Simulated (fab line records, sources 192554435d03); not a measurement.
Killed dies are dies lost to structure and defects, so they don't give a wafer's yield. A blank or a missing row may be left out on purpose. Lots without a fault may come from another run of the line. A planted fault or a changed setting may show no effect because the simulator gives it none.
Split-lot experiment | flow n5_finfet | 7 lots, 21 wafers read, on a route of 1938 steps

THE SPLIT
At N5_BEOL_M0_SAQP_SPACER1_ALD_98 (deposits SiO2, target thk 12.8 nm, pulse time 1 s, purge time 2 s), the setting ald_cycles was moved away from the recipe's 138 on 3 of the 21 wafers read, by -15.2% to -7.2%. The other wafers ran this setting at the recipe's value.

FROM THE SPLIT TO THE READING: what the file shows between them, 2 steps
- N5_BEOL_M0_SAQP_SPACER1_ETCHBACK_99: etches SiO2 in CHF3/O2, target depth 15.4 nm, time 7.7 s
- N5_BEOL_M0_SAQP_MANDREL1_REMOVE_100: chemistry HBr/Cl2/O2, target a-Si, stops on SiNx, bt time 10 s

THE READING
cd_nm, in nm, at N5_BEOL_M0_SAQP_CD_MEAS_25 (target cd 13.1 nm). Fault-free wafers of this fab line usually give 12.78 nm, standard deviation 0.24 nm.

wafer  | tool, chamber at the split | ald_cycles as run | against the recipe | cd_nm, nm | against lot-mates on the recipe
L075.2 | ald_sin-01, 1              | 120               | -13.0%             | 11.01     | -2.02
L075.3 | ald_sin-01, 0              | 138               | recipe             | 13.14     | -
L075.6 | ald_sin-01, 0              | 138               | recipe             | 12.92     | -
L079.3 | ald_sin-02, 2,1,1          | 138               | recipe             | 13.00     | -
L079.4 | ald_sin-02, 2,1,1          | 138               | recipe             | 12.94     | -
L079.6 | ald_sin-02, 2,1,1          | 138               | recipe             | 12.84     | -
L081.1 | ald_sin-01, 2,0,1          | 138               | recipe             | 13.44     | -
L081.2 | ald_sin-01, 2,0,1          | 138               | recipe             | 12.51     | -
L081.4 | ald_sin-01, 2,0,1          | 138               | recipe             | 12.53     | -
L088.1 | ald_sin-01, 2,0,1          | 138               | recipe             | 12.63     | -
L088.2 | ald_sin-01, 2,0,1          | 138               | recipe             | 12.67     | -
L088.4 | ald_sin-01, 2,0,1          | 138               | recipe             | 12.63     | -
L091.2 | ald_sin-02, 0              | 128               | -7.2%              | 11.77     | -0.89
L091.4 | ald_sin-02, 2              | 138               | recipe             | 12.68     | -
L091.6 | ald_sin-02, 0              | 138               | recipe             | 12.63     | -
L095.1 | ald_sin-01, 0,3,2          | 138               | recipe             | 12.98     | -
L095.3 | ald_sin-01, 0,3,2          | 138               | recipe             | 13.05     | -
L095.4 | ald_sin-01, 0,3,2          | 138               | recipe             | 12.59     | -
L096.4 | ald_sin-01, 0,1            | 138               | recipe             | 12.65     | -
L096.5 | ald_sin-01, 2              | 117               | -15.2%             | 10.69     | -1.99
L096.6 | ald_sin-01, 0,1            | 138               | recipe             | 12.71     | -
Where a row lists several chambers, the file gives one row for several wafers and doesn't say which wafer went through which chamber.

THE FIT
A straight line over all 21 wafers: cd_nm changes by +0.139 nm for each +1% of ald_cycles; r = +0.94; the points scatter about the line by 0.23 nm.
The same after taking each lot's own level away (the mean of its wafers on the recipe; 21 wafers): +0.139 nm for each +1%; r = +0.95; scatter 0.21 nm.
On that fit, the largest move of ald_cycles shifts the reading by 2.1 nm.
The lots' own levels span 12.643 to 13.030 nm, that is 1.6 times the standard deviation above.
So the lot-to-lot level changes the slope little: the two slopes agree.
Check: with one of the wafers moved furthest among these (-15.2%) left out of the fit, the line predicts -2.24 nm for it against its lot-mates. It came out at -1.99 nm against them.

THE WHOLE CHAIN: every reading that the file lists as answering this split, in the file's order
step                                | what it does                                                      | reading                                                                                     | change (the file's fit)               | r (the file's)
N5_BEOL_M0_SAQP_SPACER1_ALD_98      | deposits SiO2, target thk 12.8 nm, pulse time 1 s, purge time 2 s | SiO2_of_BEOL_M0_SAQP_SPACER1_ALD_98.thk_nm (the simulator's own value, which no gauge read) | +0.126 nm for each +1% of the setting | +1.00
N5_BEOL_M0_SAQP_MANDREL1_REMOVE_100 | chemistry HBr/Cl2/O2, target a-Si, stops on SiNx, bt time 10 s    | BEOL_M0_SAQP.cd_nm (the simulator's own value, which no gauge read)                         | +0.123 nm for each +1% of the setting | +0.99
N5_BEOL_M0_SAQP_CD_MEAS_25          | target cd 13.1 nm                                                 | cd_nm                                                                                       | +0.139 nm for each +1% of the setting | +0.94

THE FILE'S OWN FIT
cd_nm changes by +0.139 nm for each +1% of ald_cycles, r = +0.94.
